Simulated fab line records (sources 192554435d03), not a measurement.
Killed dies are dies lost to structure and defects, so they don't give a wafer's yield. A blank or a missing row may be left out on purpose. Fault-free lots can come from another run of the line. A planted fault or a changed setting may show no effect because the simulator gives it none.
Split-lot study	flow n5_finfet	21 wafers read from 7 lots, route of 1938 steps

== THE SPLIT ==
At N5_BEOL_M13_COAT_65 (time 60 s, resist thk 350 nm), the setting spin_rpm was moved away from the recipe's 1500 rpm on 5 of the 21 wafers read, by -10.9% to +8.3%. For the rest of the wafers, this setting stayed at what the recipe calls for.

The reading is taken at the split's own step.

== THE READING ==
SOC_of_BEOL_M13_COAT_65.thk_nm (the simulator's own value, which no gauge read), in nm, at N5_BEOL_M13_COAT_65 (time 60 s, resist thk 350 nm). No usual value for it is given in the file. Here, 16 wafers ran the recipe; their average is 349.7 nm with a standard deviation of 1.1 nm.

wafer	tool, chamber at the split	spin_rpm as run, rpm	against the recipe	SOC_of_BEOL_M13_COAT_65.thk_nm, nm	against lot-mates on the recipe
L075.2	litho_track-01, 0	1500	recipe	349.6	-
L075.4	litho_track-01, 0	1341	-10.6%	369.6	+19.7
L075.6	litho_track-01, 0	1500	recipe	350.2	-
L085.2	litho_track-05, 0	1500	recipe	349.4	-
L085.3	litho_track-05, 0	1500	recipe	348.4	-
L085.5	litho_track-05, 0	1500	recipe	348	-
L087.1	litho_track-03, 0	1428	-4.8%	359.8	+8.7
L087.2	litho_track-03, 0	1500	recipe	350.6	-
L087.3	litho_track-03, 0	1500	recipe	351.6	-
L092.2	litho_track-05, 0	1500	recipe	348.8	-
L092.5	litho_track-05, 0	1500	recipe	348	-
L092.6	litho_track-05, 0	1500	recipe	348.6	-
L093.1	litho_track-05, 0	1500	recipe	349.6	-
L093.6	litho_track-05, 0	1500	recipe	349.6	-
L093.4	litho_track-05, 0	1336	-10.9%	370.6	+21.0
L097.1	litho_track-03, 0	1500	recipe	350.2	-
L097.2	litho_track-03, 0	1625	+8.3%	335.8	-14.4
L097.4	litho_track-03, 0	1625	+8.3%	335.4	-14.8
L094.2	litho_track-01, 0	1500	recipe	350.2	-
L094.4	litho_track-01, 0	1500	recipe	350.8	-
L094.6	litho_track-01, 0	1500	recipe	351	-

THE FIT
A straight line over all 21 wafers: SOC_of_BEOL_M13_COAT_65.thk_nm changes by -1.83 nm for each +1% of spin_rpm; r = -0.99; the points scatter about the line by 1.1 nm.
The same after taking each lot's own level away (the mean of its wafers on the recipe; 21 wafers): -1.83 nm for each +1%; r = -1.00; scatter 0.47 nm.
Per that fit: largest spin_rpm move, reading shift of 20 nm.
The span of the lots' own levels, 348.47 to 351.10 nm, comes to 2.5 times the standard deviation stated above.
Consequently the slope shifts little with the lot-to-lot level, the two slopes agreeing.
Check: +19.8 nm against its lot-mates is what the line predicts for one of the wafers moved furthest among these (-10.9%) when that wafer is left out of the fit. Against them it came out at +21 nm.

== THE OTHER SPLITS THESE WAFERS WENT THROUGH ==
Before the reading, these wafers also passed through other splits. Each is held against what the fit with the lots' levels taken away leaves over:
other split on the same wafers	wafers away from the commonest value	r with SOC_of_BEOL_M13_COAT_65.thk_nm (lot level and that fit taken away)
N5_BEOL_M8_TRENCH_ETCH_37 time_s	6	-0.34
N5_BEOL_M9_EXPOSE_25 dose_mj	8	+0.09
N5_BEOL_M10_COAT_60 spin_rpm	7	-0.04
N5_BEOL_M10_EXPOSE_08 dose_mj	10	+0.02
N5_BEOL_M10_TRENCH_ETCH_37 bias_w	8	-0.27
N5_BEOL_M10_ETCH_41 source_w	8	-0.35
N5_BEOL_M11_DEP_56 time_s	9	+0.14

== THE FILE'S OWN FIT ==
SOC_of_BEOL_M13_COAT_65.thk_nm changes by -1.86 nm for each +1% of spin_rpm, r = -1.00.
